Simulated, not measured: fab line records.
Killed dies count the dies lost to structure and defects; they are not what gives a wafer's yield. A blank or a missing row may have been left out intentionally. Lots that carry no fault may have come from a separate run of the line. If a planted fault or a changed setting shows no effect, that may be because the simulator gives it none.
Matching of chambers ; flow nand-harc ; NHARC_P_CONTACT_DEP_00 on pecvd-04 has 3 sister chambers
The step deposits SiO2, target thk 500 nm. 16 wafers are shown with their chamber, then 8 later ones without.

== WAFERS, EACH WITH ITS CHAMBER ==
wafer;chamber;throttle-valve-pct (%);heater-power-w (W)
L750.2;2;15.0;828
L750.3;0;16.2;411
L750.4;2;14.7;630
L753.2;1;15.7;550
L753.3;0;16.3;547
L753.4;2;15.0;687
L754.3;0;16.3;423
L754.4;2;15.0;752
L754.6;0;16.2;466
L755.1;1;15.7;488
L755.3;2;14.9;822
L755.6;2;14.9;639
L758.2;0;16.7;528
L758.4;1;15.8;512
L758.5;0;16.3;534
L759.1;2;15.1;696

SIGNATURES, as means of the wafers listed above
reading;chamber 0;chamber 1;chamber 2;scatter within a chamber
throttle-valve-pct;16.333;15.733;14.943;0.146
heater-power-w;484.83;516.67;722.00;67.4
Rule: for each reading, subtract the chamber's mean from the wafer's reading, divide by that reading's scatter and square the result; add these up over the readings and take the root, which gives the wafer's distance from the chamber. If the next closest chamber is less than 2 further off than the closest, the wafer can't be placed; otherwise it belongs to the closest. The scatter: take each reading less its chamber's mean, square it, sum over the shown wafers, divide by the number of wafers less the number of chambers, and take the root.

== WAFERS WITHOUT THEIR CHAMBER ==
wafer;throttle-valve-pct (%);heater-power-w (W)
L759.3;15.7;577
L759.4;15.5;616
L762.1;15.9;546
L762.4;15.7;579
L762.6;15.1;801
L772.3;15.9;514
L772.5;15.3;690
L772.6;16.5;441

== CHAMBER TAKEN BY EACH ==
wafer;from the rows above;in truth
L759.3;1;1
L759.4;can't be placed: 1 or 2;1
L762.1;can't be placed: 1 or 0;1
L762.4;1;1
L762.6;2;2
L772.3;can't be placed: 1 or 0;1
L772.5;can't be placed: 2 or 1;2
L772.6;0;0
Correctly placed: 4 of 8. Unplaceable from these rows: 4, with the true chamber sitting among the candidates in 4. Number placed wrongly: 0.
